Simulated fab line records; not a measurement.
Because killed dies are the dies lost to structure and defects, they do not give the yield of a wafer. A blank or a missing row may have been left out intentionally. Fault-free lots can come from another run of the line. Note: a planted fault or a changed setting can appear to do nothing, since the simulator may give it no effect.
Chamber matching	flow n5Finfet	N5_MOL_CONTACT_COAG_DESCUM_45 on rieDiel-06: 4 sister chambers
The step chemistry O2, time 7 s. 16 wafers are shown with their chamber, then 8 later ones without.

WAFERS, EACH WITH ITS CHAMBER
wafer	chamber	showerheadPlenumPTorr (Torr)	drypumpMotorCurrentA (A)	throttleValvePct (%)
L077.2	3	1.98	6.6	20.06
L077.3	1	2.22	6.4	20.31
L077.4	1	2.22	6.4	20.32
L079.1	3	1.98	6.6	20.07
L079.4	2	2.01	5.7	20.43
L079.6	3	1.98	6.6	20.08
L080.3	3	1.98	6.6	20.08
L080.4	2	2.01	5.6	20.40
L080.5	0	2.11	5.9	20.31
L082.1	1	2.22	6.4	20.33
L082.4	3	1.97	6.6	20.08
L082.6	3	1.97	6.6	20.08
L085.3	1	2.22	6.5	20.33
L085.5	3	1.97	6.6	20.09
L085.6	2	2.00	5.6	20.44
L086.1	2	2.00	5.6	20.44

SIGNATURES, as means of the wafers listed above
reading	chamber 0	chamber 1	chamber 2	chamber 3	scatter within a chamber
showerheadPlenumPTorr	2.1100	2.2200	2.0050	1.9757	0.00476
drypumpMotorCurrentA	5.900	6.425	5.625	6.600	0.0354
throttleValvePct	20.3100	20.3225	20.4275	20.0771	0.0126
Rule: a wafer lies at a distance from a chamber equal to the root of the sum of squares, over the readings, of (its reading less the chamber's mean, divided by the reading's scatter). If the next closest chamber is less than 2 further off than the closest, the wafer can't be placed; otherwise it belongs to the closest. The scatter is the square root of a quotient: the sum, over the shown wafers, of each reading's squared deviation from its chamber's mean, divided by wafers minus chambers.

WAFERS MISSING THEIR CHAMBER
wafer	showerheadPlenumPTorr (Torr)	drypumpMotorCurrentA (A)	throttleValvePct (%)
L086.5	1.97	6.6	20.09
L086.6	2.00	5.7	20.42
L089.1	2.21	6.5	20.34
L089.4	2.10	5.9	20.33
L089.6	2.21	6.5	20.34
L093.1	2.21	6.4	20.35
L093.5	2.00	5.6	20.46
L093.6	1.97	6.6	20.12

CHAMBER TAKEN BY EACH
wafer	from the rows above	in truth
L086.5	3	3
L086.6	2	2
L089.1	1	1
L089.4	0	0
L089.6	1	1
L093.1	1	1
L093.5	2	2
L093.6	3	3
8 of 8 placed correctly. Left unplaced by these rows: 0. Wrongly placed: 0.
